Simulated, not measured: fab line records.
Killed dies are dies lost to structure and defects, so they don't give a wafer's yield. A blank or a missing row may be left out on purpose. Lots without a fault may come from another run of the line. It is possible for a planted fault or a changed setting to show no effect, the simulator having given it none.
Chamber matching || flow nand_harc || NHARC_A_STAIRCASE_DEP_156 on pecvd-03: 3 sister chambers
The step deposits SiNx, target thk 50 nm. 3 wafers are shown with their chamber, then 7 later ones without.

EACH WAFER AND ITS CHAMBER
{"wafer": "L966.6", "chamber": 1, "heater_power_w (W)": 790}
{"wafer": "L970.1", "chamber": 2, "heater_power_w (W)": 796}
{"wafer": "L970.4", "chamber": 0, "heater_power_w (W)": 837}

WAFERS WHOSE CHAMBER IS MISSING
{"wafer": "L970.5", "heater_power_w (W)": 823}
{"wafer": "L975.2", "heater_power_w (W)": 716}
{"wafer": "L975.5", "heater_power_w (W)": 721}
{"wafer": "L975.6", "heater_power_w (W)": 711}
{"wafer": "L980.1", "heater_power_w (W)": 815}
{"wafer": "L980.5", "heater_power_w (W)": 831}
{"wafer": "L980.6", "heater_power_w (W)": 725}

CHAMBER TAKEN BY EACH
{"wafer": "L970.5", "from the rows above": "can't be placed: 0 or 2 or 1", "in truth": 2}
{"wafer": "L975.2", "from the rows above": "can't be placed: 1 or 2 or 0", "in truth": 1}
{"wafer": "L975.5", "from the rows above": "can't be placed: 1 or 2 or 0", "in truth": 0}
{"wafer": "L975.6", "from the rows above": "can't be placed: 1 or 2 or 0", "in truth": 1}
{"wafer": "L980.1", "from the rows above": "can't be placed: 2 or 0 or 1", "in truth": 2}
{"wafer": "L980.5", "from the rows above": "can't be placed: 0 or 2 or 1", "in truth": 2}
{"wafer": "L980.6", "from the rows above": "can't be placed: 1 or 2 or 0", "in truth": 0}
0 of 7 placed correctly. Unplaceable from these rows: 7, with the true chamber sitting among the candidates in 7. Wrongly placed: 0.
How it was worked out, from the rows above alone: a wafer's distance from a chamber is the root of the sum, over the readings, of the square of ((its reading less the chamber's mean) divided by the reading's scatter). If the next closest chamber is less than 2 further off than the closest, the wafer can't be placed; otherwise it belongs to the closest. A chamber's mean is the mean of its shown wafers. The scatter (one wafer shown for each chamber): square how far every hidden wafer sits from the nearest shown wafer, average those squares and take the square root.
